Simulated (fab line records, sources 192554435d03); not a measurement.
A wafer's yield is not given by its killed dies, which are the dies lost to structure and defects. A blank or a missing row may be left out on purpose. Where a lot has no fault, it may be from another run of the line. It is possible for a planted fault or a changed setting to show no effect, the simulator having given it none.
Which of the tools did it? | flow n5-finfet | Sampling: 24 lots, 72 wafers, 5 of 1938 route steps

WHAT THE GAUGES SHOWED, per wafer
N5_STI_FIN_REVEAL_THK_MEAS_05.
lot  | measured    | on            | thk-nm (nm)
L074 | day 2 09:58 | film-metro-01 | 131.8 132.3 131.5
L075 | day 2 14:50 | film-metro-02 | 133.1 132.8 132.2
L076 | day 2 22:21 | film-metro-02 | 133.7 134.7 130.4
L077 | day 3 04:01 | film-metro-01 | 130.2 129.4 130.9
L078 | day 3 10:31 | film-metro-02 | 132.8 133.5 134.9
L079 | day 3 15:47 | film-metro-02 | 134.9 132.3 133.8
L080 | day 3 20:27 | film-metro-02 | 131.2 131.4 132.1
L081 | day 4 03:47 | film-metro-02 | 131.4 131.6 131.0
L082 | day 4 11:20 | film-metro-01 | 132.0 132.0 131.7
L083 | day 4 16:56 | film-metro-01 | 131.3 130.3 131.0
L084 | day 4 21:40 | film-metro-02 | 134.6 135.6 132.9
L085 | day 5 07:37 | film-metro-02 | 133.2 133.2 133.1
L086 | day 5 14:14 | film-metro-01 | 132.8 132.3 130.2
L087 | day 5 18:52 | film-metro-02 | 135.2 134.5 133.3
L088 | day 6 01:45 | film-metro-01 | 133.0 133.2 132.4
L089 | day 6 05:28 | film-metro-01 | 133.1 132.0 132.0
L090 | day 6 10:53 | film-metro-01 | 131.4 129.5 131.1
L091 | day 6 14:48 | film-metro-02 | 132.6 132.3 131.6
L092 | day 6 22:43 | film-metro-02 | 130.4 131.1 131.5
L093 | day 7 07:04 | film-metro-02 | 132.7 132.7 132.7
L094 | day 7 10:05 | film-metro-02 | 131.0 132.9 131.9
L095 | day 7 18:06 | film-metro-01 | 131.9 131.4 130.3
L096 | day 7 20:29 | film-metro-02 | 131.9 130.4 130.9
L097 | day 8 07:17 | film-metro-02 | 132.9 131.4 133.8

EACH LOT AND THE TOOL THAT RAN IT (in order: tool; ch and the chambers of the sampled wafers; start)
lot  | N5_FIN_SAQP_ETCH_65             | N5_FIN_SAQP_STRIP_77              | N5_FIN_CUT_PRECLEAN_35            | N5_STI_FIN_REVEAL_ALD_00
L074 | rie-si-01 ch 2,3, day 2 01:07   | rie-diel-05 ch 1,2,3, day 2 02:38 | vapor-etch-02 ch 0,1, day 2 04:11 | ald-sin-03 ch 0,1,3, day 2 04:35
L075 | rie-si-06 ch 0,1,3, day 2 05:52 | rie-diel-04 ch 1,2,3, day 2 07:23 | vapor-etch-02 ch 0,1, day 2 08:56 | ald-sin-03 ch 0,1,2, day 2 09:20
L076 | rie-si-05 ch 0,2,3, day 2 12:10 | rie-diel-03 ch 1,2,3, day 2 14:13 | vapor-etch-02 ch 0,1, day 2 15:47 | ald-sin-01 ch 0,1,2, day 2 16:13
L077 | rie-si-06 ch 2,3, day 2 18:32   | rie-diel-03 ch 0,1,2, day 2 20:11 | vapor-etch-01 ch 0, day 2 21:37   | ald-sin-01 ch 0,1,2, day 2 22:01
L078 | rie-si-05 ch 2,3, day 3 00:01   | rie-diel-03 ch 0,1,2, day 3 02:46 | vapor-etch-02 ch 0,1, day 3 04:18 | ald-sin-01 ch 0,2, day 3 05:07
L079 | rie-si-06 ch 2,3, day 3 06:47   | rie-diel-04 ch 2,3, day 3 08:24   | vapor-etch-02 ch 1, day 3 09:56   | ald-sin-01 ch 2,3, day 3 10:23
L080 | rie-si-06 ch 0,3, day 3 11:36   | rie-diel-04 ch 1,2,3, day 3 13:14 | vapor-etch-01 ch 0,1, day 3 14:40 | ald-sin-02 ch 1,2,3, day 3 15:04
L081 | rie-si-06 ch 0,2,3, day 3 18:26 | rie-diel-04 ch 1,2,3, day 3 20:09 | vapor-etch-01 ch 0,1, day 3 21:45 | ald-sin-02 ch 0,1, day 3 22:25
L082 | rie-si-05 ch 0,1, day 4 02:24   | rie-diel-05 ch 0,3, day 4 04:01   | vapor-etch-01 ch 0,1, day 4 05:33 | ald-sin-03 ch 1,2, day 4 05:57
L083 | rie-si-05 ch 0,1, day 4 07:36   | rie-diel-05 ch 1,2,3, day 4 09:13 | vapor-etch-02 ch 0,1, day 4 10:40 | ald-sin-01 ch 1,2,3, day 4 11:33
L084 | rie-si-05 ch 0,3, day 4 12:55   | rie-diel-04 ch 1,2, day 4 14:27   | vapor-etch-01 ch 0,1, day 4 15:52 | ald-sin-02 ch 0,2, day 4 16:16
L085 | rie-si-06 ch 0,1,3, day 4 21:06 | rie-diel-04 ch 2,3, day 5 00:16   | vapor-etch-02 ch 0,1, day 5 01:42 | ald-sin-02 ch 2,3, day 5 02:14
L086 | rie-si-01 ch 0,2,3, day 5 03:14 | rie-diel-03 ch 0,1,3, day 5 06:55 | vapor-etch-01 ch 0,1, day 5 08:28 | ald-sin-01 ch 0,2,3, day 5 08:52
L087 | rie-si-05 ch 0,1,2, day 5 09:59 | rie-diel-04 ch 0,2,3, day 5 11:32 | vapor-etch-02 ch 0,1, day 5 13:05 | ald-sin-02 ch 0,1,3, day 5 13:29
L088 | rie-si-06 ch 1,3, day 5 16:36   | rie-diel-04 ch 0,2,3, day 5 18:10 | vapor-etch-02 ch 0,1, day 5 19:35 | ald-sin-02 ch 1,2, day 5 20:20
L089 | rie-si-06 ch 0,1,3, day 5 20:43 | rie-diel-03 ch 1,3, day 5 22:16   | vapor-etch-02 ch 0,1, day 5 23:41 | ald-sin-03 ch 0,2,3, day 6 00:05
L090 | rie-si-01 ch 0,1,3, day 6 01:49 | rie-diel-05 ch 0,2,3, day 6 03:40 | vapor-etch-02 ch 0,1, day 6 05:07 | ald-sin-01 ch 0,1,2, day 6 05:31
L091 | rie-si-01 ch 1,3, day 6 06:02   | rie-diel-04 ch 0,1, day 6 07:35   | vapor-etch-02 ch 0,1, day 6 09:01 | ald-sin-02 ch 0,2,3, day 6 09:25
L092 | rie-si-01 ch 0,1,3, day 6 11:55 | rie-diel-03 ch 1,2, day 6 13:54   | vapor-etch-01 ch 0,1, day 6 16:55 | ald-sin-03 ch 1,3, day 6 17:19
L093 | rie-si-05 ch 2,3, day 6 20:25   | rie-diel-03 ch 0,2, day 6 21:57   | vapor-etch-01 ch 0, day 7 00:53   | ald-sin-02 ch 0,1,3, day 7 01:41
L094 | rie-si-01 ch 0,1,2, day 7 00:32 | rie-diel-04 ch 1,2,3, day 7 02:41 | vapor-etch-01 ch 0,1, day 7 04:07 | ald-sin-03 ch 0,2, day 7 04:42
L095 | rie-si-05 ch 1,2, day 7 08:16   | rie-diel-04 ch 1,3, day 7 10:47   | vapor-etch-01 ch 0,1, day 7 12:16 | ald-sin-03 ch 0,2,3, day 7 12:42
L096 | rie-si-01 ch 1,3, day 7 11:32   | rie-diel-05 ch 2,3, day 7 13:04   | vapor-etch-01 ch 0,1, day 7 14:42 | ald-sin-03 ch 1,2, day 7 15:06
L097 | rie-si-05 ch 0,1,2, day 7 21:51 | rie-diel-03 ch 0,1,2, day 7 23:32 | vapor-etch-02 ch 0,1, day 8 01:09 | ald-sin-01 ch 1,2,3, day 8 01:55
- N5_FIN_SAQP_ETCH_65: etches SiO2 in CF4, target depth 4 nm, time 4.4 s.
- N5_FIN_SAQP_STRIP_77: strips in N2/H2, time 90 s.
- N5_FIN_CUT_PRECLEAN_35: cleans in vHF, time 13.3 s.
- N5_STI_FIN_REVEAL_ALD_00: deposits SiO2, target thk 1 nm, pulse time 1 s.

AS READ BY THE TOOLS THEMSELVES (means over the sampled wafers that have a number; for cases with no such wafer, the mark the record gives instead)
N5_FIN_SAQP_ETCH_65.
lot  | tool      | drypump-motor-current-A (A) | he-backside-leak-sccm (sccm) | oes-product-au (a.u.) | rf-fwd-power-W (W) | throttle-valve-pct (%)
L074 | rie-si-01 | 6.3                         | 2.6                          | 1.011                 | 791                | 21.81
L075 | rie-si-06 | 5.8                         | 3.0                          | 1.007                 | 787                | 21.81
L076 | rie-si-05 | 6.0                         | 2.5                          | 0.991                 | 793                | 21.82
L077 | rie-si-06 | 5.9                         | 2.9                          | 0.999                 | 786                | 21.96
L078 | rie-si-05 | 6.0                         | 2.3                          | 0.986                 | 787                | 21.94
L079 | rie-si-06 | 5.9                         | 2.8                          | 0.996                 | 788                | 21.96
L080 | rie-si-06 | 5.5                         | 3.0                          | 1.001                 | 790                | 22.05
L081 | rie-si-06 | 5.6                         | 2.9                          | 1.010                 | 788                | 22.03
L082 | rie-si-05 | 5.9                         | 3.0                          | 0.987                 | 792                | 21.70
L083 | rie-si-05 | 5.5                         | 3.2                          | 0.993                 | 791                | 21.64
L084 | rie-si-05 | 6.0                         | 2.8                          | 1.001                 | 793                | 21.70
L085 | rie-si-06 | 5.8                         | 2.9                          | 1.009                 | 786                | 21.80
L086 | rie-si-01 | 6.1                         | 2.6                          | 0.992                 | 791                | 21.93
L087 | rie-si-05 | 5.9                         | 2.9                          | 0.994                 | 793                | 21.84
L088 | rie-si-06 | 6.1                         | 2.8                          | 1.021                 | 788                | 21.57
L089 | rie-si-06 | 5.8                         | 2.9                          | 1.013                 | 788                | 21.81
L090 | rie-si-01 | 5.9                         | 2.8                          | 0.991                 | 792                | 21.81
L091 | rie-si-01 | 5.8                         | 2.8                          | 1.000                 | 791                | 21.50
L092 | rie-si-01 | 5.9                         | 2.7                          | 0.990                 | 792                | 21.79
L093 | rie-si-05 | 5.6                         | 2.3                          | 1.003                 | 792                | 21.74
L094 | rie-si-01 | 6.2                         | 2.7                          | 1.000                 | 790                | 21.72
L095 | rie-si-05 | 5.9                         | 2.6                          | 0.989                 | 789                | 21.96
L096 | rie-si-01 | 5.8                         | 2.7                          | 0.994                 | 791                | 21.73
L097 | rie-si-05 | 5.9                         | 2.8                          | 0.992                 | 790                | 21.83

N5_FIN_SAQP_STRIP_77.
lot  | tool        | drypump-motor-current-A (A) | oes-product-au (a.u.) | rf-vpp-V (V) | showerhead-plenum-p-Torr (Torr) | throttle-valve-pct (%)
L074 | rie-diel-05 | 5.7                         | 0.74                  | 45.4         | 3.37                            | 12.17
L075 | rie-diel-04 | 6.2                         | 0.79                  | 46.1         | 3.39                            | 12.12
L076 | rie-diel-03 | 6.0                         | 0.80                  | 45.7         | 3.39                            | 12.35
L077 | rie-diel-03 | 6.0                         | 0.82                  | 45.0         | 3.39                            | 12.21
L078 | rie-diel-03 | 6.0                         | 0.82                  | 44.5         | 3.39                            | 12.23
L079 | rie-diel-04 | 6.3                         | 0.77                  | 44.7         | 3.35                            | 12.26
L080 | rie-diel-04 | 6.2                         | 0.77                  | 45.3         | 3.38                            | 12.14
L081 | rie-diel-04 | 6.2                         | 0.76                  | 45.3         | 3.38                            | 12.15
L082 | rie-diel-05 | 6.0                         | 0.71                  | 45.9         | 3.31                            | 12.17
L083 | rie-diel-05 | 5.7                         | 0.73                  | 45.4         | 3.36                            | 12.21
L084 | rie-diel-04 | 6.3                         | 0.72                  | 46.2         | 3.41                            | 12.34
L085 | rie-diel-04 | 6.3                         | 0.76                  | 45.7         | 3.34                            | 12.30
L086 | rie-diel-03 | 5.8                         | 0.87                  | 44.4         | 3.33                            | 12.02
L087 | rie-diel-04 | 6.3                         | 0.76                  | 45.8         | 3.38                            | 12.18
L088 | rie-diel-04 | 6.4                         | 0.75                  | 45.8         | 3.37                            | 12.18
L089 | rie-diel-03 | 5.9                         | 0.93                  | 45.5         | 3.33                            | 11.95
L090 | rie-diel-05 | 6.0                         | 0.69                  | 45.3         | 3.30                            | 12.29
L091 | rie-diel-04 | 6.3                         | 0.70                  | 45.1         | 3.48                            | 12.12
L092 | rie-diel-03 | 6.4                         | 0.84                  | 46.0         | 3.37                            | 12.15
L093 | rie-diel-03 | 5.7                         | 0.73                  | 45.5         | 3.43                            | 12.61
L094 | rie-diel-04 | 6.2                         | 0.75                  | 44.7         | 3.37                            | 12.21
L095 | rie-diel-04 | 6.1                         | 0.73                  | 45.0         | 3.41                            | 12.12
L096 | rie-diel-05 | 6.0                         | 0.69                  | 45.5         | 3.29                            | 12.39
L097 | rie-diel-03 | 6.0                         | 0.78                  | 45.3         | 3.37                            | 12.32

N5_FIN_CUT_PRECLEAN_35.
lot  | tool          | drypump-motor-current-A (A)
L074 | vapor-etch-02 | 5.2
L075 | vapor-etch-02 | 5.2
L076 | vapor-etch-02 | 5.2
L077 | vapor-etch-01 | 6.0
L078 | vapor-etch-02 | 5.2
L079 | vapor-etch-02 | 5.2
L080 | vapor-etch-01 | 5.9
L081 | vapor-etch-01 | 6.0
L082 | vapor-etch-01 | 6.0
L083 | vapor-etch-02 | 5.2
L084 | vapor-etch-01 | 5.9
L085 | vapor-etch-02 | 5.2
L086 | vapor-etch-01 | 6.0
L087 | vapor-etch-02 | 5.2
L088 | vapor-etch-02 | 5.2
L089 | vapor-etch-02 | 5.2
L090 | vapor-etch-02 | 5.2
L091 | vapor-etch-02 | 5.2
L092 | vapor-etch-01 | 6.0
L093 | vapor-etch-01 | 6.0
L094 | vapor-etch-01 | 6.0
L095 | vapor-etch-01 | 6.0
L096 | vapor-etch-01 | 6.0
L097 | vapor-etch-02 | 5.2

N5_STI_FIN_REVEAL_ALD_00.
lot  | tool       | heater-power-w (W) | precursor-pulse-height-rel
L074 | ald-sin-03 | 486                | 0.981
L075 | ald-sin-03 | 474                | 0.998
L076 | ald-sin-01 | 459                | 1.008
L077 | ald-sin-01 | 461                | 1.012
L078 | ald-sin-01 | 422                | 1.012
L079 | ald-sin-01 | 469                | 1.021
L080 | ald-sin-02 | 467                | 1.014
L081 | ald-sin-02 | 454                | 1.010
L082 | ald-sin-03 | 489                | 0.986
L083 | ald-sin-01 | 513                | 1.016
L084 | ald-sin-02 | 435                | 1.003
L085 | ald-sin-02 | 453                | 0.989
L086 | ald-sin-01 | 478                | 1.002
L087 | ald-sin-02 | 444                | 1.012
L088 | ald-sin-02 | 499                | 1.012
L089 | ald-sin-03 | 484                | 0.994
L090 | ald-sin-01 | 458                | 1.005
L091 | ald-sin-02 | 429                | 1.008
L092 | ald-sin-03 | 521                | 0.984
L093 | ald-sin-02 | 449                | 0.984
L094 | ald-sin-03 | 449                | 0.985
L095 | ald-sin-03 | 482                | 1.010
L096 | ald-sin-03 | 500                | 1.009
L097 | ald-sin-01 | 503                | 1.011

THE ANSWER, worked out from the rows above alone
Rule: the usual values come from the lots themselves. Put in order of their means at a reading, lots are off if they are a third of the lots or fewer, leave a main group of 4 or more, and stand apart from it by a gap of 3 or more times the standard deviation of the main group's means; of several such gaps the widest counts. If all means in a main group match to the digits the tables above print for the reading, that group is not used. Also off: a lot with no number at a reading for which 4 or more lots have one. All remaining lots with rows at the step are treated as sound. The gauges are gone through in route order, then the tools' own readings, and for those a lot's mean is taken as printed above. The first step at which some lot is off is used, and at that step the reading that is off furthest; a lot without a number counts as furthest.
Across all readings shown, no lot is off: no conclusion can be drawn from this.

WHAT HAD BEEN PUT IN BY THE SIMULATOR
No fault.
